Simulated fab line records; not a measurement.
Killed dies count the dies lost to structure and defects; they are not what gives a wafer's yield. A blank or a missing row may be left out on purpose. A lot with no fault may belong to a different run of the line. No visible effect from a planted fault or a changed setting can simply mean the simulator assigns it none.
Chamber matching + flow n5Finfet + 4 sister chambers for N5_BEOL_M10_STRIP_36 on rieDiel-04
The step strips in N2/H2. 16 wafers are shown with their chamber, then 8 later ones without.

## WAFERS, EACH WITH ITS CHAMBER
| wafer  | chamber | showerheadPlenumPTorr (Torr) | drypumpMotorCurrentA (A) | oesProductAu (a.u.) |
|--------|---------|------------------------------|--------------------------|---------------------|
| L078.1 | 2       | 2.57                         | 5.6                      | 0.86                |
| L078.3 | 2       | 2.57                         | 5.7                      | 0.87                |
| L078.6 | 1       | 2.41                         | 6.1                      | 0.71                |
| L079.1 | 1       | 2.41                         | 6.2                      | 0.69                |
| L079.4 | 0       | 2.55                         | 5.8                      | 0.75                |
| L079.6 | 2       | 2.56                         | 5.6                      | 0.86                |
| L083.2 | 0       | 2.55                         | 5.8                      | 0.75                |
| L083.5 | 2       | 2.56                         | 5.6                      | 0.84                |
| L083.6 | 1       | 2.41                         | 6.1                      | 0.67                |
| L086.2 | 3       | 2.40                         | 5.5                      | 0.71                |
| L086.4 | 2       | 2.55                         | 5.6                      | 0.82                |
| L086.6 | 1       | 2.40                         | 6.1                      | 0.69                |
| L091.1 | 1       | 2.40                         | 6.1                      | 0.67                |
| L091.4 | 2       | 2.55                         | 5.6                      | 0.81                |
| L091.5 | 3       | 2.40                         | 5.5                      | 0.71                |
| L092.1 | 3       | 2.39                         | 5.5                      | 0.71                |

SIGNATURES (averages over the wafers above)
| reading               | chamber 0 | chamber 1 | chamber 2 | chamber 3 | scatter within a chamber |
|-----------------------|-----------|-----------|-----------|-----------|--------------------------|
| showerheadPlenumPTorr | 2.5500    | 2.4060    | 2.5600    | 2.3967    | 0.00699                  |
| drypumpMotorCurrentA  | 5.800     | 6.120     | 5.617     | 5.500     | 0.0369                   |
| oesProductAu          | 0.7500    | 0.6860    | 0.8433    | 0.7100    | 0.0184                   |
Rule: distance of a wafer from a chamber = root of the sum over the readings of ((wafer's reading minus chamber's mean) / reading's scatter) squared. If the next closest chamber is less than 2 further off than the closest, the wafer can't be placed; otherwise it belongs to the closest. The scatter: take each reading less its chamber's mean, square it, sum over the shown wafers, divide by the number of wafers less the number of chambers, and take the root.

## WAFERS WITH NO CHAMBER GIVEN
| wafer  | showerheadPlenumPTorr (Torr) | drypumpMotorCurrentA (A) | oesProductAu (a.u.) |
|--------|------------------------------|--------------------------|---------------------|
| L092.3 | 2.55                         | 5.6                      | 0.81                |
| L092.5 | 2.55                         | 5.6                      | 0.79                |
| L090.1 | 2.55                         | 5.6                      | 0.81                |
| L090.3 | 2.39                         | 5.5                      | 0.70                |
| L090.5 | 2.55                         | 5.6                      | 0.80                |
| L095.2 | 2.39                         | 5.5                      | 0.69                |
| L095.4 | 2.54                         | 5.6                      | 0.80                |
| L095.5 | 2.53                         | 5.8                      | 0.74                |

## EACH ONE'S CHAMBER
| wafer  | from the rows above | in truth |
|--------|---------------------|----------|
| L092.3 | 2                   | 2        |
| L092.5 | 2                   | 2        |
| L090.1 | 2                   | 2        |
| L090.3 | 3                   | 3        |
| L090.5 | 2                   | 2        |
| L095.2 | 3                   | 3        |
| L095.4 | 2                   | 2        |
| L095.5 | 0                   | 0        |
8 of 8 placed correctly. Not placeable from these rows: 0. Placed wrongly: 0.
